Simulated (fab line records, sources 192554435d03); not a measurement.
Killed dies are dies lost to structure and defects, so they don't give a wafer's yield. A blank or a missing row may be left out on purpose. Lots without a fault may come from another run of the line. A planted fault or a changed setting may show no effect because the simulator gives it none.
Which tool did it? | flow n5_finfet | 13 lots, 39 wafers sampled, at 4 steps of a route of 1938

WHAT THE GAUGES READ, wafer by wafer
N5_MOL_CONTACT_COAG_INSPECT_57: inspects for defects (brightfield). Usual: raw_defect_count 208, standard deviation 52.
lot  | measured     | on                | raw_defect_count | flag
L551 | day 5 09:34  | defect_inspect-02 | 217 195 281      |
L554 | day 6 02:24  | defect_inspect-01 | 157 160 283      |
L555 | day 6 05:49  | defect_inspect-01 | 116 268 183      |
L559 | day 7 07:05  | defect_inspect-01 | 171 133 143      |
L560 | day 7 15:27  | defect_inspect-02 | 214 236 277      |
L561 | day 8 00:49  | defect_inspect-01 | 217 251 267      |
L562 | day 8 08:12  | defect_inspect-02 | 417 249 254      |
L564 | day 8 18:16  | defect_inspect-01 | 192 250 213      |
L566 | day 9 01:30  | defect_inspect-02 | 325 243 219      |
L567 | day 9 12:49  | defect_inspect-01 | 193 285 215      |
L568 | day 9 13:29  | defect_inspect-01 | 247 181 217      |
L569 | day 9 18:08  | defect_inspect-02 | 105 132 100      |
L571 | day 10 12:38 | defect_inspect-02 | 255 202 190      |

WHICH TOOL RAN EACH LOT (tool, then ch and the chambers of the sampled wafers, then the start)
lot  | N5_MOL_CONTACT_COAG_ETCH_110       | N5_MOL_CONTACT_COAG_PRE_CLEAN_141 | N5_MOL_CONTACT_COAG_COAT_76
L551 | rie_diel-05 ch 0,1, day 4 23:43    | pvd_sputter-01, day 5 02:40       | litho_track-03 ch 0, day 5 09:10
L554 | rie_diel-02 ch 1,2,3, day 5 18:11  | pvd_sputter-02, day 5 19:36       | litho_track-04 ch 0, day 6 02:02
L555 | rie_diel-02 ch 1,2, day 5 20:52    | pvd_sputter-03, day 5 22:56       | litho_track-04 ch 0, day 6 05:28
L559 | rie_diel-05 ch 1,2,3, day 6 21:37  | pvd_sputter-01, day 6 23:46       | litho_track-04 ch 0, day 7 06:35
L560 | rie_diel-05 ch 1,2, day 7 04:15    | pvd_sputter-03, day 7 07:34       | litho_track-04 ch 0, day 7 14:58
L561 | rie_diel-04 ch 1,2, day 7 13:32    | pvd_sputter-02, day 7 17:12       | litho_track-04 ch 0, day 8 00:26
L562 | rie_diel-02 ch 1,2,3, day 7 23:08  | pvd_sputter-03, day 8 01:16       | litho_track-04 ch 0, day 8 07:43
L564 | rie_diel-04 ch 1,2,3, day 8 08:28  | pvd_sputter-01, day 8 11:44       | litho_track-05 ch 0, day 8 17:46
L566 | rie_diel-02 ch 0,2,3, day 8 14:56  | pvd_sputter-02, day 8 16:44       | litho_track-05 ch 0, day 9 01:01
L567 | rie_diel-02 ch 0,1,3, day 9 03:11  | pvd_sputter-03, day 9 05:38       | litho_track-03 ch 0, day 9 12:27
L568 | rie_diel-05 ch 0,1,3, day 9 03:40  | pvd_sputter-03, day 9 05:59       | litho_track-05 ch 0, day 9 13:05
L569 | rie_diel-02 ch 1,3, day 9 09:33    | pvd_sputter-02, day 9 10:58       | litho_track-05 ch 0, day 9 17:46
L571 | rie_diel-04 ch 0,1,3, day 10 03:19 | pvd_sputter-02, day 10 05:38      | litho_track-03 ch 0, day 10 12:09
- N5_MOL_CONTACT_COAG_ETCH_110: etches Si in CF4/O2, target depth 2.5 nm, time 8 s.
- N5_MOL_CONTACT_COAG_PRE_CLEAN_141: time 60 s.
- N5_MOL_CONTACT_COAG_COAT_76: time 60 s, resist thk 10 nm.

WHAT THE TOOLS THEMSELVES READ (means of the sampled wafers that have a number; where no wafer has one, the mark that the record gives instead)
N5_MOL_CONTACT_COAG_ETCH_110. Usual: chamber_pressure_mTorr 100.01 mTorr, standard deviation 0.092; drypump_motor_current_A 5.7 A, standard deviation 0.43; oes_product_au 0.73 a.u., standard deviation 0.053; rf_vpp_V 128.2 V, standard deviation 2.4; showerhead_plenum_p_Torr 2.22 Torr, standard deviation 0.079; throttle_valve_pct 10.89 %, standard deviation 0.25.
lot  | tool        | chamber_pressure_mTorr (mTorr) | drypump_motor_current_A (A) | oes_product_au (a.u.) | rf_vpp_V (V) | showerhead_plenum_p_Torr (Torr) | throttle_valve_pct (%) | flag
L551 | rie_diel-05 | 100.07                         | 5.9                         | 0.69                  | 130.0        | 2.18                            | 11.06                  |
L554 | rie_diel-02 | 100.06                         | 5.7                         | 0.78                  | 130.0        | 2.29                            | 10.79                  |
L555 | rie_diel-02 | 100.02                         | 6.2                         | 0.83                  | 129.4        | 2.34                            | 10.67                  |
L559 | rie_diel-05 | 100.03                         | 6.0                         | 0.73                  | 128.7        | 2.22                            | 10.87                  |
L560 | rie_diel-05 | 100.07                         | 5.8                         | 0.72                  | 128.5        | 2.24                            | 10.82                  |
L561 | rie_diel-04 | 100.04                         | 5.6                         | 0.72                  | 127.8        | 2.25                            | 11.05                  |
L562 | rie_diel-02 | 100.10                         | 5.7                         | 0.76                  | 128.8        | 2.28                            | 10.84                  |
L564 | rie_diel-04 | 99.95                          | 5.7                         | 0.71                  | 126.7        | 2.24                            | 11.05                  |
L566 | rie_diel-02 | 99.96                          | 5.7                         | 0.74                  | 130.2        | 2.22                            | 10.82                  |
L567 | rie_diel-02 | 100.10                         | 5.5                         | 0.70                  | 128.5        | 2.20                            | 10.96                  |
L568 | rie_diel-05 | 99.95                          | 6.1                         | 0.69                  | 130.2        | 2.18                            | 11.06                  |
L569 | rie_diel-02 | 100.02                         | 5.2                         | 0.71                  | 129.9        | 2.23                            | 10.98                  |
L571 | rie_diel-04 | 100.02                         | 5.5                         | 0.71                  | 126.6        | 2.25                            | 11.02                  |

N5_MOL_CONTACT_COAG_PRE_CLEAN_141. Usual: heater_power_w 473 W, standard deviation 48.
lot  | tool           | heater_power_w (W) | flag
L551 | pvd_sputter-01 | 449                |
L554 | pvd_sputter-02 | 459                |
L555 | pvd_sputter-03 | 464                |
L559 | pvd_sputter-01 | 457                |
L560 | pvd_sputter-03 | 479                |
L561 | pvd_sputter-02 | 515                |
L562 | pvd_sputter-03 | 462                |
L564 | pvd_sputter-01 | 455                |
L566 | pvd_sputter-02 | 455                |
L567 | pvd_sputter-03 | 452                |
L568 | pvd_sputter-03 | 484                |
L569 | pvd_sputter-02 | 481                |
L571 | pvd_sputter-02 | 498                |

N5_MOL_CONTACT_COAG_COAT_76. Usual: spin_speed_rpm 1500.0 rpm, standard deviation 0.88.
lot  | tool           | spin_speed_rpm (rpm) | flag
L551 | litho_track-03 | 1500.9               |
L554 | litho_track-04 | 1500.4               |
L555 | litho_track-04 | 1499.7               |
L559 | litho_track-04 | 1350.8               | OFF
L560 | litho_track-04 | 1351.2               | OFF
L561 | litho_track-04 | 1349.7               | OFF
L562 | litho_track-04 | 1351.2               | OFF
L564 | litho_track-05 | 1500.2               |
L566 | litho_track-05 | 1499.9               |
L567 | litho_track-03 | 1499.7               |
L568 | litho_track-05 | 1499.9               |
L569 | litho_track-05 | 1500.3               |
L571 | litho_track-03 | 1500.1               |

THE ANSWER, worked out from the rows above alone
Rule: a lot is off if the mean of its wafers that have a number lies more than 3 standard deviations from the usual mean. A lot without any number at a reading at which 4 lots or more have one is off too. The other lots that the step has rows for count as sound. The gauges are gone through in route order, then the tools' own readings, and for those a lot's mean is taken as printed above. The first step at which some lot is off is used, and at that step the reading that is off furthest; a lot without a number counts as furthest.
Off: L559, L560, L561, L562, at N5_MOL_CONTACT_COAG_COAT_76 (spin_speed_rpm).
A tool fits if, at that step or a process step before it, it ran every lot that is off, and no sound lot after the first of them. One fits: litho_track-04 at N5_MOL_CONTACT_COAG_COAT_76. Its last sound lot is L555 (day 6 05:28), its first lot that is off L559 (day 7 06:35): a fault that began between those two fits.
The tool's own readings at N5_MOL_CONTACT_COAG_COAT_76 bear it out: on the lots that are off they differ by more than 5 times the standard deviation of the sound lots' means. spin_speed_rpm reads 1350.7 rpm there against 1500.1 rpm on the sound lots.

WHAT THE SIMULATOR HAD PUT IN
Process parameter drift: litho_track-04, from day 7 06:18 on, at N5_MOL_CONTACT_COAG_COAT_76. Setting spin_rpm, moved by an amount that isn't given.
Lots struck among those shown: L559, L560, L561, L562. The rule above found the same.
